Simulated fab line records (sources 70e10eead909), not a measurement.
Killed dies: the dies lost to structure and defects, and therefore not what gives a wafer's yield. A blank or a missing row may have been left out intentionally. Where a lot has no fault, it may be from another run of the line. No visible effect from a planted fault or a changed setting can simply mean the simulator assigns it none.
Matching of chambers    flow nand-harc    NHARC_P_M1_DESCUM_14 on rie-diel-04 has 4 sister chambers
The step chemistry O2, time 3 s. 8 wafers are shown with their chamber, then 8 later ones without.

WAFERS, EACH WITH ITS CHAMBER
wafer   chamber  drypump-motor-current-A (A)  oes-product-au (a.u.)
L075.5  1        6.1                          0.991
L081.1  2        5.1                          1.011
L081.2  3        6.4                          0.995
L081.4  0        5.9                          0.998
L086.1  3        6.5                          1.003
L086.4  1        6.1                          0.991
L086.6  0        6.0                          1.005
L088.2  2        5.1                          0.996

WAFERS WITHOUT THEIR CHAMBER
wafer   drypump-motor-current-A (A)  oes-product-au (a.u.)
L088.3  6.0                          0.991
L088.6  5.1                          0.993
L090.1  6.0                          1.009
L090.3  6.2                          0.996
L090.6  6.5                          0.992
L091.1  6.4                          0.995
L091.4  5.1                          1.005
L091.6  5.2                          1.004

EACH ONE'S CHAMBER
wafer   from the rows above      in truth
L088.3  can't be placed: 0 or 1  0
L088.6  2                        2
L090.1  can't be placed: 0 or 1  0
L090.3  1                        1
L090.6  3                        3
L091.1  3                        3
L091.4  2                        2
L091.6  2                        2
Correct placement for 6 of the 8. Not placeable from these rows: 2 (in 2, the candidates include the true chamber). Wrongly placed: 0.
How it was worked out, from the rows above alone: a wafer's distance from a chamber is the root of the sum, over the readings, of the square of ((its reading less the chamber's mean) divided by the reading's scatter). The wafer belongs to the nearest chamber; if the next one is less than 2 further off, it can't be placed. A chamber's mean is the mean of its shown wafers. How the scatter is found: for the shown wafers, subtract from each reading the mean of its chamber, square and add these, divide the total by (wafers less chambers), then take the root.
